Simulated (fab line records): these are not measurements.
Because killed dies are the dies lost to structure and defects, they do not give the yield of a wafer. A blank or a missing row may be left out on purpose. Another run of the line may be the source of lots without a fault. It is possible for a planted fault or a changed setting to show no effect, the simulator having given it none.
Which tool did it? ; flow nand_harc ; 36 wafers from 12 lots sampled at 6 of the route's 1302 steps

== WHAT THE GAUGES SHOWED, per wafer ==
NHARC_THIN_TSV_CD_MEAS_37. Usual: cd_nm reads 5001.5 nm (standard deviation 2.1).
lot;measured;on;cd_nm (nm);flag
L242;day 23 20:26;cd_sem-03;5000.3 5002.8 4999.5;
L244;day 24 11:28;cd_sem-02;5001.5 5000.6 4998.3;
L246;day 25 09:02;cd_sem-02;4999.3 5001.8 5000.3;
L248;day 26 02:23;cd_sem-03;5000.7 5002.5 5001.6;
L247;day 26 03:41;cd_sem-03;5001.0 5001.1 4997.1;
L249;day 26 14:44;cd_sem-03;5002.0 5005.1 5001.2;
L252;day 27 19:07;cd_sem-03;5003.0 5001.9 5002.2;
L254;day 28 07:07;cd_sem-01;5003.2 5003.6 5003.5;
L258;day 31 07:22;cd_sem-01;5002.8 5005.0 5002.7;
L261;day 32 12:19;cd_sem-02;4978.4 4974.0 4997.1;OFF
L264;day 32 20:03;cd_sem-01;5000.3 5000.1 5001.8;
L263;day 32 21:37;cd_sem-02;5003.1 5003.8 5001.5;

NHARC_END_SORT_01. Usual: value, then standard deviation, for each; defect_limited_yield 90.3 % / 3; killed_at_array 60 / 21; killed_at_other 1.0 / 1.2; killed_at_periphery 4.2 / 2.8; killed_dies 65 / 20; killed_open 3.1 / 1.8; killed_short 2.6 / 1.6.
lot;measured;on;defect_limited_yield (%);killed_at_array;killed_at_other;killed_at_periphery;killed_dies;killed_open;killed_short;flag
L244;day 24 20:43;prober-02;92.8 91.6 91.7;42 49 44;0 1 2;7 7 10;49 57 56;1 2 1;1 4 2;
L254;day 28 17:43;prober-01;88.8 91.4 91.9;73 58 55;0 0 0;3 0 0;76 58 55;2 1 1;4 2 2;
L261;day 33 05:25;prober-01;92.2 91.6 91.7;48 48 44;0 0 0;5 9 12;53 57 56;3 4 3;2 3 2;
L263;day 33 10:50;prober-01;97.0 95.1 95.4;15 22 19;1 2 3;4 9 9;20 33 31;2 4 5;2 3 2;

== WHAT TOOL EACH LOT RAN ON (gives the tool, then ch and the chambers of the sampled wafers, and finally the start) ==
lot;NHARC_THIN_TSV_ETCH_15;NHARC_THIN_TSV_PRE_CLEAN_50;NHARC_THIN_TSV_ETCH_59;NHARC_THIN_TSV_ETCH_36
L242;rie_si-06 ch 1,2,3, day 23 13:34;pvd_sputter-01, day 23 19:20 or earlier;rie_metal-02 ch 0,1, day 23 19:20;rie_metal-02 ch 0,1, day 23 19:32
L244;rie_si-01 ch 1,2,3, day 24 04:59;pvd_sputter-02, day 24 10:23 or earlier;rie_metal-02 ch 0,1, day 24 10:23;rie_metal-02 ch 0,1, day 24 10:35
L246;rie_si-06 ch 2,3, day 25 02:35;pvd_sputter-02, day 25 07:55 or earlier;rie_metal-02 ch 0,1, day 25 07:55;rie_metal-02 ch 0,1, day 25 08:08
L248;rie_si-03 ch 0,2, day 25 19:51;pvd_sputter-02, day 26 01:14 or earlier;rie_metal-01 ch 0,1, day 26 01:14;rie_metal-01 ch 0,1, day 26 01:30
L247;rie_si-03 ch 1,2, day 25 21:09;pvd_sputter-02, day 26 02:35 or earlier;rie_metal-03 ch 0,1, day 26 02:35;rie_metal-03 ch 0, day 26 02:49
L249;rie_si-03 ch 1,2,3, day 26 08:00;pvd_sputter-03, day 26 13:34 or earlier;rie_metal-02 ch 0,1, day 26 13:34;rie_metal-02 ch 0,1, day 26 13:50
L252;rie_si-06 ch 1,2,3, day 27 12:40;pvd_sputter-02, day 27 17:55 or earlier;rie_metal-03 ch 0,1, day 27 17:55;rie_metal-03 ch 0,1, day 27 18:12
L254;rie_si-01 ch 1,2, day 28 00:26;pvd_sputter-03, day 28 06:02 or earlier;rie_metal-03 ch 0,1, day 28 06:02;rie_metal-03 ch 0,1, day 28 06:14
L258;rie_si-03 ch 0,1,2, day 31 00:51;pvd_sputter-03, day 31 06:13 or earlier;rie_metal-02 ch 0,1, day 31 06:13;rie_metal-02 ch 0,1, day 31 06:29
L261;rie_si-06 ch 0,1, day 32 05:48;pvd_sputter-02, day 32 11:14 or earlier;rie_metal-03 ch 0,1, day 32 11:14;rie_metal-03 ch 0,1, day 32 11:26
L264;rie_si-06 ch 0,2,3, day 32 13:27;pvd_sputter-03, day 32 18:54 or earlier;rie_metal-01 ch 0,1, day 32 18:54;rie_metal-01 ch 0,1, day 32 19:09
L263;rie_si-01 ch 0,1,2, day 32 14:39;pvd_sputter-02, day 32 20:28 or earlier;rie_metal-01 ch 0,1, day 32 20:28;rie_metal-01 ch 0,1, day 32 20:43
- NHARC_THIN_TSV_ETCH_15: target depth 3000 nm, bosch target overetch cycles 2, bosch etch step 2.8 s.
- NHARC_THIN_TSV_PRE_CLEAN_50: time 30 s.
- NHARC_THIN_TSV_ETCH_59: etches the open film in Cl2/BCl3, target depth 880 nm, time 138.1 s.
- NHARC_THIN_TSV_ETCH_36: etches the open film in Cl2/BCl3, target depth 65 nm, time 18.571 s.

== WHAT THE TOOLS THEMSELVES READ (means of the sampled wafers that have a number; where no wafer has one, the mark that the record gives instead) ==
NHARC_THIN_TSV_ETCH_15. Usual: drypump_motor_current_A 6.0 A, standard deviation 0.38; he_backside_leak_sccm 2.7 sccm, standard deviation 0.31.
lot;tool;drypump_motor_current_A (A);he_backside_leak_sccm (sccm);flag
L242;rie_si-06;6.2;2.5;
L244;rie_si-01;6.3;2.5;
L246;rie_si-06;6.2;2.5;
L248;rie_si-03;6.0;2.7;
L247;rie_si-03;5.8;2.9;
L249;rie_si-03;5.6;2.8;
L252;rie_si-06;6.2;2.4;
L254;rie_si-01;6.2;2.6;
L258;rie_si-03;5.9;2.8;
L261;rie_si-06;5.9;2.5;
L264;rie_si-06;6.1;2.6;
L263;rie_si-01;6.2;2.6;

NHARC_THIN_TSV_PRE_CLEAN_50. Usual: heater_power_w reads 403 W (standard deviation 50).
lot;tool;heater_power_w (W);flag
L242;pvd_sputter-01;429;
L244;pvd_sputter-02;381;
L246;pvd_sputter-02;347;
L248;pvd_sputter-02;357;
L247;pvd_sputter-02;365;
L249;pvd_sputter-03;427;
L252;pvd_sputter-02;346;
L254;pvd_sputter-03;441;
L258;pvd_sputter-03;417;
L261;pvd_sputter-02;363;
L264;pvd_sputter-03;422;
L263;pvd_sputter-02;379;

NHARC_THIN_TSV_ETCH_59. Usual: drypump_motor_current_A 5.8 A, standard deviation 0.51; he_backside_leak_sccm 3.37 sccm, standard deviation 0.19; mfc_cl2_sccm 59.99 sccm, standard deviation 0.16; oes_product_au 0.998 a.u., standard deviation 0.007; throttle_valve_pct 22.264 %, standard deviation 0.0093.
lot;tool;drypump_motor_current_A (A);he_backside_leak_sccm (sccm);mfc_cl2_sccm (sccm);oes_product_au (a.u.);throttle_valve_pct (%);flag
L242;rie_metal-02;5.8;3.41;59.98;1.006;22.265;
L244;rie_metal-02;5.8;3.47;60.07;1.001;22.266;
L246;rie_metal-02;5.7;3.51;59.93;1.007;22.270;
L248;rie_metal-01;5.5;3.46;59.90;0.998;22.260;
L247;rie_metal-03;6.3;3.17;60.06;0.998;22.268;
L249;rie_metal-02;5.7;3.43;60.04;1.008;22.268;
L252;rie_metal-03;6.2;3.45;60.03;0.990;22.261;
L254;rie_metal-03;6.2;3.45;60.09;0.998;22.253;
L258;rie_metal-02;5.8;3.51;59.95;0.993;22.263;
L261;rie_metal-03;6.3;3.31;60.02;1.267;22.266;OFF
L264;rie_metal-01;5.5;3.25;59.97;1.011;22.268;
L263;rie_metal-01;5.5;3.29;60.07;1.002;22.267;

NHARC_THIN_TSV_ETCH_36. Usual: drypump_motor_current_A 5.8 A, standard deviation 0.51; he_backside_leak_sccm 3.38 sccm, standard deviation 0.21; oes_product_au 0.999 a.u., standard deviation 0.0069.
lot;tool;drypump_motor_current_A (A);he_backside_leak_sccm (sccm);oes_product_au (a.u.);flag
L242;rie_metal-02;5.8;3.36;1.002;
L244;rie_metal-02;5.8;3.45;1.006;
L246;rie_metal-02;5.8;3.46;0.995;
L248;rie_metal-01;5.2;3.31;1.006;
L247;rie_metal-03;6.5;3.10;0.994;
L249;rie_metal-02;5.8;3.45;0.997;
L252;rie_metal-03;6.2;3.44;0.997;
L254;rie_metal-03;6.3;3.24;0.996;
L258;rie_metal-02;5.7;3.51;0.998;
L261;rie_metal-03;6.3;3.31;1.000;
L264;rie_metal-01;5.5;3.35;1.007;
L263;rie_metal-01;5.1;3.38;1.003;

== THE ANSWER, worked out from the rows above alone ==
Rule: lot off if the mean of its wafers having a number is beyond 3 standard deviations from the usual mean. Also off: a lot with no number at a reading for which 4 or more lots have one. The other lots that the step has rows for count as sound. The gauges are gone through in route order, then the tools' own readings, and for those a lot's mean is taken as printed above. The first step at which some lot is off is used, and at that step the reading that is off furthest; a lot without a number counts as furthest.
Off: L261, at NHARC_THIN_TSV_CD_MEAS_37 (cd_nm).
If a tool, at a process step before that reading, ran all the lots that are off and no sound lot after the first of them, it fits. Not tried: the gauges at NHARC_THIN_TSV_CD_MEAS_37; whatever is off there is also off at NHARC_THIN_TSV_ETCH_59, on other tools, and gauge error can't account for it. With no start given for some of its lots, NHARC_THIN_TSV_PRE_CLEAN_50 uses the hours and lot order of NHARC_THIN_TSV_ETCH_59. One fits: NHARC_THIN_TSV_ETCH_59 and NHARC_THIN_TSV_ETCH_36 on rie_metal-03. At NHARC_THIN_TSV_ETCH_59 its last sound lot is L254 (day 28 06:02), its first lot that is off L261 (day 32 11:14): a fault that began between those two fits.
The tool's own readings at NHARC_THIN_TSV_ETCH_59 bear it out: on the lots that are off they differ by more than 5 times the standard deviation of the sound lots' means. oes_product_au reads 1.267 a.u. there against 1.001 a.u. on the sound lots.

== WHAT THE SIMULATOR HAD PUT IN ==
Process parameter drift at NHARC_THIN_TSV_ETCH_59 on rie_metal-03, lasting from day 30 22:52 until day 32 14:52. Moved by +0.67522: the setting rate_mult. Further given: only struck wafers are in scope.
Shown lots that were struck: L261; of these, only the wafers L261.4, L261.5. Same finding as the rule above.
